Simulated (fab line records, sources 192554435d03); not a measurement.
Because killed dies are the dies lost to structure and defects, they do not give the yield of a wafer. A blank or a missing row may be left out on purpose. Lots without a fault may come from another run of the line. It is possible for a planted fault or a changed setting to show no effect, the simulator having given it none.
fab line records	flow n5Finfet
record: lots: 24	wafers: 72	lastDay: 18
route steps=1938 shown BEOL_M9@1405 BEOL_M10@1470
lots that met no fault: from a run of the same line without faults
startH: hours from the record's opening day to when the first of the lot's shown wafers began	waitH: hours since the lot's step before	" repeats the value in the row above	L1.1+2: one row covering several wafers at once	- no value, or no start given	* or withheld: withheld	< > ~ a bound
route shown NAME@n: a module of which the file shows steps, and the number in the route of the first	usual: mean and standard deviation over wafers with no fault	same: alike in all rows	chamber/n: place in a boat	sites: each site's reading	_std_site: standard deviation across them	_edge_site: the outer-site mean with the inner-site mean subtracted	radiusMm: for every site, how far away it sits from the centre of the wafer	mask NAME#n: copy n	behind: the most recent tool/chamber to have shaped the wafer	hold: reason for holding the lot/hours on hold/outcome of the hold	device: the n, p or np transistor that did not switch	end of line: tests of these same wafers at the route's end	step lacking rows: just its recipe	killed: count of dies lost to structure and defects at first sort (not the wafer's yield)	map: shows each die of a wafer: x if killed, . if not, _ if none is there
set.NAME: the setting as run; set.NAME@STEP: as run at that earlier step	model.NAME: the simulator's own value behind a step, which no gauge read
route steps across a sampled set of lots; one table per step, one row per wafer
services: when a tool's chamber went out of use (startH, in hours from the record's first day, below 0 if earlier), for how many hours, and the reason
== steps ==
step: N5_BEOL_M9_HM_DEP_02
recipe: material: TiN	targetThkA: 200	tempC: 25	chamberPressurePa: 0.49996
usual: throttleValvePct: 30.0/1.2
lot.wafer	tool	chamber	startH	waitH	throttleValvePct
L074.3	pvdSputter-02	-	210.99	0.9	29.7
L074.4	"	-	"	"	29.6
L074.6	"	-	"	"	30.8
L075.2	pvdSputter-03	-	215.64	2.5	28.1
L075.4	"	-	"	"	31.8
L075.5	"	-	"	"	28.3
L076.1	pvdSputter-01	-	219.70	0.3	31.2
L076.4	"	-	"	"	29.9
L076.6	"	-	"	"	31.5
L078.1	pvdSputter-03	-	222.34	0.8	31.6
L078.4	"	-	"	"	30.7
L078.6	"	-	"	"	30.9
L077.1	pvdSputter-01	-	227.33	1.7	30.4
L077.3	"	-	"	"	31.2
L077.4	"	-	"	"	28.7
L079.1	pvdSputter-02	-	245.85	1.7	29.9
L079.5	"	-	"	"	29.6
L079.6	"	-	"	"	30.7
L080.1	pvdSputter-02	-	255.92	2.2	29.2
L080.3	"	-	"	"	29.5
L080.4	"	-	"	"	30.6
L081.2	pvdSputter-02	-	261.42	1.1	29.3
L081.3	"	-	"	"	30.8
L081.4	"	-	"	"	29.4
L084.3	pvdSputter-03	-	287.52	0.5	30.7
L084.5	"	-	"	"	28.3
L084.6	"	-	"	"	30.5
L087.3	pvdSputter-01	-	287.53	0.2	29.9
L087.4	"	-	"	"	29.0
L087.6	"	-	"	"	28.9
L083.2	pvdSputter-01	-	287.63	0.3	30.0
L083.5	"	-	"	"	31.2
L083.6	"	-	"	"	29.9
L082.4	pvdSputter-03	-	292.84	3.3	28.1
L082.5	"	-	"	"	28.2
L082.6	"	-	"	"	30.5
L086.4	pvdSputter-03	-	293.18	3.4	28.0
L086.5	"	-	"	"	28.2
L086.6	"	-	"	"	30.8
L085.2	pvdSputter-03	-	305.67	0.1	31.8
L085.3	"	-	"	"	28.2
L085.6	"	-	"	"	28.3
L088.1	pvdSputter-01	-	311.13	2.4	31.1
L088.2	"	-	"	"	29.1
L088.4	"	-	"	"	31.2
L089.1	pvdSputter-03	-	322.14	1.0	31.7
L089.4	"	-	"	"	30.8
L089.6	"	-	"	"	31.9
L091.1	pvdSputter-03	-	328.90	1.6	30.7
L091.2	"	-	"	"	32.0
L091.3	"	-	"	"	28.3
L090.1	pvdSputter-01	-	328.90	1.4	31.3
L090.3	"	-	"	"	31.1
L090.6	"	-	"	"	29.2
L092.4	pvdSputter-02	-	332.86	0.7	30.6
L092.5	"	-	"	"	29.1
L092.6	"	-	"	"	29.6
L093.1	pvdSputter-03	-	333.74	1.0	28.0
L093.2	"	-	"	"	31.9
L093.4	"	-	"	"	30.5
L094.2	pvdSputter-01	-	337.74	1.4	31.3
L094.5	"	-	"	"	29.2
L094.6	"	-	"	"	31.3
L095.2	pvdSputter-01	-	344.14	3.6	29.1
L095.4	"	-	"	"	31.5
L095.6	"	-	"	"	30.9
L096.1	pvdSputter-01	-	348.26	0.8	29.0
L096.2	"	-	"	"	30.9
L096.3	"	-	"	"	31.3
L097.1	pvdSputter-01	-	368.56	0.8	31.2
L097.2	"	-	"	"	31.3
L097.5	"	-	"	"	31.1
step: N5_BEOL_M9_INSPECT_13
recipe: mode: adi	inspectInstrument: brightfield
usual: rawDefectCount: 404/90
lot.wafer	tool	chamber	startH	waitH	rawDefectCount
L074.3	defectInspect-02	-	211.54	0.0	541
L074.4	"	-	"	"	397
L074.6	"	-	"	"	454
L075.2	defectInspect-02	-	216.19	0.0	330
L075.4	"	-	"	"	444
L075.5	"	-	"	"	433
L076.1	defectInspect-01	-	220.25	0.0	428
L076.4	"	-	"	"	341
L076.6	"	-	"	"	452
L078.1	defectInspect-02	-	222.89	0.0	579
L078.4	"	-	"	"	394
L078.6	"	-	"	"	427
L077.1	defectInspect-02	-	227.88	0.0	467
L077.3	"	-	"	"	469
L077.4	"	-	"	"	289
L079.1	defectInspect-02	-	246.41	0.0	366
L079.5	"	-	"	"	493
L079.6	"	-	"	"	443
L080.1	defectInspect-02	-	256.47	0.0	365
L080.3	"	-	"	"	387
L080.4	"	-	"	"	383
L081.2	defectInspect-01	-	261.97	0.0	367
L081.3	"	-	"	"	338
L081.4	"	-	"	"	381
L084.3	defectInspect-01	-	288.07	0.0	414
L084.5	"	-	"	"	333
L084.6	"	-	"	"	307
L087.3	defectInspect-02	-	288.23	0.0	319
L087.4	"	-	"	"	349
L087.6	"	-	"	"	484
L083.2	defectInspect-01	-	288.40	0.0	282
L083.5	"	-	"	"	324
L083.6	"	-	"	"	281
L082.4	defectInspect-01	-	293.40	0.0	310
L082.5	"	-	"	"	323
L082.6	"	-	"	"	467
L086.4	defectInspect-02	-	293.73	0.0	398
L086.5	"	-	"	"	524
L086.6	"	-	"	"	358
L085.2	defectInspect-01	-	306.22	0.0	433
L085.3	"	-	"	"	373
L085.6	"	-	"	"	350
L088.1	defectInspect-02	-	311.56	0.0	345
L088.2	"	-	"	"	367
L088.4	"	-	"	"	810
L089.1	defectInspect-02	-	322.57	0.0	407
L089.4	"	-	"	"	377
L089.6	"	-	"	"	421
L091.1	defectInspect-01	-	329.45	0.0	345
L091.2	"	-	"	"	340
L091.3	"	-	"	"	316
L090.1	defectInspect-02	-	329.49	0.0	421
L090.3	"	-	"	"	480
L090.6	"	-	"	"	306
L092.4	defectInspect-02	-	333.29	0.0	446
L092.5	"	-	"	"	376
L092.6	"	-	"	"	446
L093.1	defectInspect-02	-	334.17	0.0	452
L093.2	"	-	"	"	427
L093.4	"	-	"	"	443
L094.2	defectInspect-01	-	338.17	0.0	256
L094.5	"	-	"	"	357
L094.6	"	-	"	"	291
L095.2	defectInspect-02	-	344.69	0.0	425
L095.4	"	-	"	"	803
L095.6	"	-	"	"	512
L096.1	defectInspect-01	-	348.81	0.0	395
L096.2	"	-	"	"	514
L096.3	"	-	"	"	567
L097.1	defectInspect-01	-	369.11	0.0	319
L097.2	"	-	"	"	336
L097.5	"	-	"	"	499
step: N5_BEOL_M9_CD_MEAS_18
recipe: pitchNm: 140	targetCdNm: 70
usual: cdNm: 69.8/0.56
lot.wafer	tool	chamber	startH	waitH	cdNm
L074.3	cdSem-03	-	212.03	0.1	70.4
L074.4	"	-	"	"	70.0
L074.6	"	-	"	"	70.2
L075.2	cdSem-01	-	216.68	0.1	68.6
L075.4	"	-	"	"	69.3
L075.5	"	-	"	"	69.4
L076.1	cdSem-02	-	221.08	0.1	70.1
L076.4	"	-	"	"	69.8
L076.6	"	-	"	"	69.8
L078.1	cdSem-01	-	223.56	0.0	70.1
L078.4	"	-	"	"	70.5
L078.6	"	-	"	"	70.6
L077.1	cdSem-01	-	228.37	0.0	70.3
L077.3	"	-	"	"	70.5
L077.4	"	-	"	"	70.5
L079.1	cdSem-03	-	247.16	0.0	69.6
L079.5	"	-	"	"	69.5
L079.6	"	-	"	"	69.5
L080.1	cdSem-02	-	257.16	0.0	69.6
L080.3	"	-	"	"	69.0
L080.4	"	-	"	"	69.4
L081.2	cdSem-02	-	262.56	0.1	70.3
L081.3	"	-	"	"	69.9
L081.4	"	-	"	"	69.9
L084.3	cdSem-02	-	288.75	0.1	70.8
L084.5	"	-	"	"	70.9
L084.6	"	-	"	"	70.5
L087.3	cdSem-01	-	288.76	0.1	69.5
L087.4	"	-	"	"	68.8
L087.6	"	-	"	"	68.8
L083.2	cdSem-03	-	288.98	0.1	69.6
L083.5	"	-	"	"	71.1
L083.6	"	-	"	"	70.1
L082.4	cdSem-01	-	294.51	0.0	69.9
L082.5	"	-	"	"	69.1
L082.6	"	-	"	"	70.0
L086.4	cdSem-01	-	294.80	0.0	69.7
L086.5	"	-	"	"	69.2
L086.6	"	-	"	"	69.0
L085.2	cdSem-02	-	307.07	0.1	68.8
L085.3	"	-	"	"	69.0
L085.6	"	-	"	"	69.4
L088.1	cdSem-03	-	312.17	0.0	69.7
L088.2	"	-	"	"	70.1
L088.4	"	-	"	"	70.2
L089.1	cdSem-03	-	323.33	0.1	69.9
L089.4	"	-	"	"	70.4
L089.6	"	-	"	"	70.0
L091.1	cdSem-02	-	330.00	0.0	69.4
L091.2	"	-	"	"	69.8
L091.3	"	-	"	"	70.0
L090.1	cdSem-02	-	330.26	0.0	70.5
L090.3	"	-	"	"	70.4
L090.6	"	-	"	"	70.6
L092.4	cdSem-01	-	333.83	0.1	69.6
L092.5	"	-	"	"	69.1
L092.6	"	-	"	"	69.5
L093.1	cdSem-03	-	334.71	0.0	69.6
L093.2	"	-	"	"	70.5
L093.4	"	-	"	"	69.9
L094.2	cdSem-03	-	338.73	0.1	70.4
L094.5	"	-	"	"	70.9
L094.6	"	-	"	"	69.5
L095.2	cdSem-01	-	345.18	0.1	70.3
L095.4	"	-	"	"	69.8
L095.6	"	-	"	"	69.5
L096.1	cdSem-01	-	350.22	0.0	69.6
L096.2	"	-	"	"	70.3
L096.3	"	-	"	"	70.5
L097.1	cdSem-02	-	369.76	0.0	69.6
L097.2	"	-	"	"	70.1
L097.5	"	-	"	"	70.5
step: N5_BEOL_M9_OVL_MEAS_29
recipe: pointsPerWafer: 522
usual: V8_OVL: -0.3/0.68
lot.wafer	tool	chamber	startH	waitH	V8_OVL[nm]
L074.3	overlay-01	0	214.70	0.0	-0.6
L074.4	"	0	"	"	-1.3
L074.6	"	0	"	"	-0.9
L075.2	overlay-01	0	217.27	0.0	-0.2
L075.4	"	0	"	"	-1.3
L075.5	"	0	"	"	-0.3
L076.1	overlay-02	0	221.55	0.0	-0.4
L076.4	"	0	"	"	-0.6
L076.6	"	0	"	"	-1.1
L078.1	overlay-02	0	226.07	0.0	0.6
L078.4	"	0	"	"	0.6
L078.6	"	0	"	"	0.8
L077.1	overlay-02	0	229.38	0.0	-0.9
L077.3	"	0	"	"	-1.0
L077.4	"	0	"	"	-0.2
L079.1	overlay-02	0	248.72	0.0	0.2
L079.5	"	0	"	"	0.3
L079.6	"	0	"	"	0.0
L080.1	overlay-01	0	257.64	0.0	-0.2
L080.3	"	0	"	"	-0.2
L080.4	"	0	"	"	-0.2
L081.2	overlay-02	0	264.59	0.0	0.0
L081.3	"	0	"	"	0.7
L081.4	"	0	"	"	-0.1
L083.2	overlay-02	0	292.82	0.0	-0.3
L083.5	"	0	"	"	-0.8
L083.6	"	0	"	"	0.8
L084.3	overlay-01	0	292.87	0.0	0.8
L084.5	"	0	"	"	0.1
L084.6	"	0	"	"	0.3
L087.3	overlay-02	0	292.91	0.0	0.4
L087.4	"	0	"	"	1.2
L087.6	"	0	"	"	-0.3
L082.4	overlay-01	0	296.81	0.0	0.6
L082.5	"	0	"	"	0.6
L082.6	"	0	"	"	1.2
L086.4	overlay-01	0	300.39	0.0	-1.4
L086.5	"	0	"	"	-0.9
L086.6	"	0	"	"	-1.0
L085.2	overlay-01	0	310.49	0.0	-0.1
L085.3	"	0	"	"	0.0
L085.6	"	0	"	"	-0.2
L088.1	overlay-01	0	313.32	0.0	-0.5
L088.2	"	0	"	"	-0.3
L088.4	"	0	"	"	-0.7
L089.1	overlay-01	0	324.63	0.0	0.5
L089.4	"	0	"	"	-0.7
L089.6	"	0	"	"	-0.4
L091.1	overlay-01	0	331.39	0.0	-0.9
L091.2	"	0	"	"	-0.8
L091.3	"	0	"	"	-0.5
L090.1	overlay-02	0	331.60	0.0	-1.2
L090.3	"	0	"	"	-1.0
L090.6	"	0	"	"	-1.6
L092.4	overlay-01	0	336.77	0.0	-1.0
L092.5	"	0	"	"	-0.9
L092.6	"	0	"	"	-0.1
L093.1	overlay-02	0	337.18	0.0	0.4
L093.2	"	0	"	"	0.3
L093.4	"	0	"	"	-0.3
L094.2	overlay-02	0	339.06	0.0	0.2
L094.5	"	0	"	"	-0.4
L094.6	"	0	"	"	0.6
L095.2	overlay-02	0	347.29	0.0	-0.8
L095.4	"	0	"	"	-1.5
L095.6	"	0	"	"	-0.4
L096.1	overlay-02	0	352.71	0.0	0.9
L096.2	"	0	"	"	0.2
L096.3	"	0	"	"	0.2
L097.1	overlay-01	0	370.22	0.0	-0.3
L097.2	"	0	"	"	0.1
L097.5	"	0	"	"	-0.1
step: N5_BEOL_M10_ILD_DEP_00
recipe: material: SiCOH_lowk	targetThkA: 3085.1	tempC: 300	precursor: DEMS/porogen	pressureTorr: 5	rfW: 500	timeS: 58
usual: heaterPowerW: 330/40	showerheadPlenumPTorr: 5.728/0.016	throttleValvePct: 13.7/0.53
lot.wafer	tool	chamber	startH	waitH	heaterPowerW	showerheadPlenumPTorr	throttleValvePct
L074.3	pecvd-03	1	218.14	0.1	373	5.746	13.5
L074.4	"	0	"	"	261	5.750	14.4
L074.6	"	1	"	"	388	5.736	13.5
L075.2	pecvd-02	0	220.75	0.0	347	5.734	14.3
L075.4	"	1	"	"	365	5.747	14.2
L075.5	"	0	"	"	355	5.715	14.4
L076.1	pecvd-01	1	225.54	0.0	292	5.705	13.7
L076.4	"	0	"	"	312	5.702	14.1
L076.6	"	2	"	"	293	5.729	14.0
L078.1	pecvd-03	0	229.63	0.0	286	5.749	14.5
L078.4	"	0	"	"	291	5.747	14.5
L078.6	"	1	"	"	419	5.720	13.5
L077.1	pecvd-03	1	233.19	0.0	419	5.730	13.4
L077.3	"	0	"	"	274	5.743	14.7
L077.4	"	2	"	"	309	5.711	12.8
L079.1	pecvd-01	0	252.20	0.0	278	5.708	13.8
L079.5	"	1	"	"	304	5.728	13.5
L079.6	"	0	"	"	293	5.713	13.9
L080.1	pecvd-01	0	261.78	0.0	303	5.703	14.1
L080.3	"	1	"	"	318	5.726	13.7
L080.4	"	0	"	"	301	5.699	13.9
L081.2	pecvd-01	1	267.56	0.0	294	5.720	13.8
L081.3	"	1	"	"	298	5.723	13.9
L081.4	"	0	"	"	300	5.709	14.1
L083.2	pecvd-01	2	296.39	0.0	343	5.731	12.8
L083.5	"	1	"	"	282	5.724	13.9
L083.6	"	0	"	"	298	5.716	14.3
L084.3	pecvd-02	0	296.68	0.0	354	5.716	14.1
L084.5	"	0	"	"	349	5.732	14.4
L084.6	"	2	"	"	334	5.741	13.1
L087.3	pecvd-01	0	296.77	0.0	302	5.710	13.8
L087.4	"	2	"	"	347	5.734	13.4
L087.6	"	1	"	"	285	5.722	13.7
L082.4	pecvd-02	2	302.68	0.1	377	5.733	13.1
L082.5	"	1	"	"	321	5.733	14.2
L082.6	"	0	"	"	356	5.735	14.1
L086.4	pecvd-02	0	304.49	0.1	376	5.733	14.2
L086.5	"	2	"	"	340	5.748	13.2
L086.6	"	1	"	"	362	5.740	14.2
L085.2	pecvd-03	2	313.31	0.0	319	5.744	12.7
L085.3	"	1	"	"	346	5.727	13.5
L085.6	"	0	"	"	276	5.745	14.6
L088.1	pecvd-03	2	316.69	0.0	356	5.735	12.7
L088.2	"	0	"	"	268	5.745	14.5
L088.4	"	0	"	"	271	5.740	14.8
L089.1	pecvd-02	0	329.59	0.0	364	5.731	14.2
L089.4	"	0	"	"	369	5.745	14.1
L089.6	"	2	"	"	344	5.750	13.1
L091.1	pecvd-02	0	334.49	0.0	308	5.726	14.0
L091.2	"	2	"	"	382	5.731	13.2
L091.3	"	1	"	"	398	5.742	14.1
L090.1	pecvd-01	0	335.01	0.0	306	5.697	14.1
L090.3	"	1	"	"	302	5.711	13.4
L090.6	"	2	"	"	358	5.728	12.9
L092.4	pecvd-02	1	341.26	0.1	362	5.743	14.1
L092.5	"	0	"	"	351	5.721	14.2
L092.6	"	2	"	"	298	5.738	13.5
L093.1	pecvd-01	2	341.61	0.0	341	5.736	13.1
L093.2	"	0	"	"	302	5.683	13.8
L093.4	"	1	"	"	319	5.724	13.7
L094.2	pecvd-01	1	344.88	0.0	329	5.719	13.3
L094.5	"	0	"	"	309	5.697	14.1
L094.6	"	1	"	"	316	5.725	13.5
L095.2	pecvd-02	0	350.81	0.0	371	5.733	13.9
L095.4	"	2	"	"	317	5.728	13.3
L095.6	"	0	"	"	371	5.719	14.3
L096.1	pecvd-01	2	355.77	0.0	331	5.725	13.1
L096.2	"	1	"	"	330	5.725	13.5
L096.3	"	0	"	"	305	5.693	14.2
L097.1	pecvd-02	1	373.58	0.0	344	5.757	14.1
L097.2	"	2	"	"	319	5.743	13.2
L097.5	"	1	"	"	365	5.741	13.9
step: N5_BEOL_M10_PECVD_70
recipe: material: SiO2	targetThkA: 200	tempC: 400	precursor: TEOS/O2	pressureTorr: 5.5	rfW: 450	teosFlowSccm: 53.8	gas: O2	flowSccm: 3000	timeS: 22.7
usual: heaterPowerW: 748/79	showerheadPlenumPTorr: 8.74/0.057	throttleValvePct: 22.2/0.93
lot.wafer	tool	chamber	startH	waitH	heaterPowerW	showerheadPlenumPTorr	throttleValvePct
L074.3	pecvd-01	2	218.78	0.0	652	8.74	22.8
L074.4	"	0	"	"	602	8.61	22.5
L074.6	"	2	"	"	652	8.72	22.4
L075.2	pecvd-03	0	221.41	0.0	684	8.81	23.3
L075.4	"	0	"	"	688	8.82	23.1
L075.5	"	1	"	"	874	8.71	21.8
L076.1	pecvd-03	0	226.17	0.0	639	8.79	23.1
L076.4	"	0	"	"	650	8.78	23.3
L076.6	"	1	"	"	801	8.73	21.7
L078.1	pecvd-03	1	230.99	0.0	866	8.76	21.8
L078.4	"	0	"	"	646	8.79	23.4
L078.6	"	1	"	"	860	8.76	21.9
L077.1	pecvd-02	2	233.82	0.0	738	8.78	21.0
L077.3	"	1	"	"	878	8.81	22.8
L077.4	"	2	"	"	743	8.75	20.8
L079.1	pecvd-01	1	252.85	0.0	741	8.71	22.0
L079.5	"	1	"	"	758	8.69	22.0
L079.6	"	0	"	"	699	8.62	22.7
L080.1	pecvd-02	2	262.92	0.0	855	8.76	21.2
L080.3	"	1	"	"	828	8.81	23.0
L080.4	"	2	"	"	856	8.77	21.1
L081.2	pecvd-02	1	268.21	0.0	814	8.79	23.0
L081.3	"	1	"	"	797	8.79	22.7
L081.4	"	0	"	"	741	8.74	23.1
L084.3	pecvd-03	0	297.31	0.0	622	8.82	23.7
L084.5	"	1	"	"	910	8.73	22.0
L084.6	"	0	"	"	639	8.80	23.3
L087.3	pecvd-01	0	297.40	0.0	641	8.59	22.6
L087.4	"	1	"	"	740	8.69	21.7
L087.6	"	0	"	"	644	8.62	22.4
L083.2	pecvd-01	0	298.46	0.0	699	8.61	22.7
L083.5	"	2	"	"	786	8.71	20.8
L083.6	"	1	"	"	701	8.71	22.0
L082.4	pecvd-02	1	303.86	0.1	775	8.80	22.5
L082.5	"	2	"	"	781	8.77	21.0
L082.6	"	0	"	"	802	8.74	22.9
L086.4	pecvd-01	0	306.08	0.1	573	8.61	22.4
L086.5	"	2	"	"	728	8.73	20.9
L086.6	"	1	"	"	737	8.71	22.0
L085.2	pecvd-01	2	313.94	0.0	688	8.72	21.2
L085.3	"	1	"	"	609	8.70	21.8
L085.6	"	0	"	"	708	8.61	22.5
L088.1	pecvd-03	2	317.32	0.0	795	8.78	20.4
L088.2	"	0	"	"	669	8.78	23.7
L088.4	"	0	"	"	660	8.83	23.5
L089.1	pecvd-02	2	330.22	0.0	736	8.80	21.2
L089.4	"	0	"	"	799	8.73	23.2
L089.6	"	1	"	"	853	8.80	22.7
L091.1	pecvd-02	2	335.60	0.0	810	8.77	21.3
L091.2	"	0	"	"	776	8.73	22.9
L091.3	"	1	"	"	861	8.79	22.6
L090.1	pecvd-03	0	335.64	0.0	695	8.79	23.5
L090.3	"	1	"	"	799	8.75	21.9
L090.6	"	0	"	"	683	8.81	23.7
L092.4	pecvd-03	2	341.87	0.1	733	8.76	20.6
L092.5	"	2	"	"	757	8.77	20.4
L092.6	"	0	"	"	601	8.81	23.8
L093.1	pecvd-02	2	342.24	0.0	710	8.78	21.1
L093.2	"	1	"	"	767	8.80	22.9
L093.4	"	0	"	"	819	8.73	23.0
L094.2	pecvd-01	1	345.51	0.0	714	8.71	21.8
L094.5	"	1	"	"	732	8.70	21.9
L094.6	"	0	"	"	605	8.60	22.6
L095.2	pecvd-02	2	351.44	0.0	753	8.78	21.1
L095.4	"	0	"	"	771	8.74	23.4
L095.6	"	2	"	"	732	8.79	21.3
L096.1	pecvd-03	1	356.40	0.0	929	8.74	21.9
L096.2	"	0	"	"	584	8.82	23.7
L096.3	"	2	"	"	754	8.79	20.8
L097.1	pecvd-02	1	374.20	0.0	755	8.81	22.5
L097.2	"	2	"	"	732	8.80	21.6
L097.5	"	2	"	"	713	8.76	21.3
== services ==
tool	chamber	startH	hours	kind
pecvd-02	0	192.78	9.0	repair
pvdSputter-01	-	194.82	4.9	repair
pecvd-01	-	197.48	6.0	pm
pecvd-03	2	202.40	-	clean
pecvd-03	2	202.40	-	consumableReplace:showerhead
pecvd-03	2	202.40	29.0	scheduledDown
pecvd-03	2	202.40	29.0	ventCycle
pecvd-02	2	220.68	2.1	scheduledDown
pecvd-02	-	227.27	0.8	repair
pecvd-01	2	240.72	-	clean
pecvd-01	2	240.72	29.5	scheduledDown
pecvd-01	2	240.72	29.5	ventCycle
pecvd-02	2	266.77	5.5	scheduledDown
pecvd-03	2	269.27	5.5	scheduledDown
pecvd-02	-	287.17	0.9	repair
pecvd-02	2	317.09	5.0	scheduledDown
pecvd-02	0	322.09	5.5	scheduledDown
pecvd-03	1	336.96	6.6	repair
== key ==
fault none
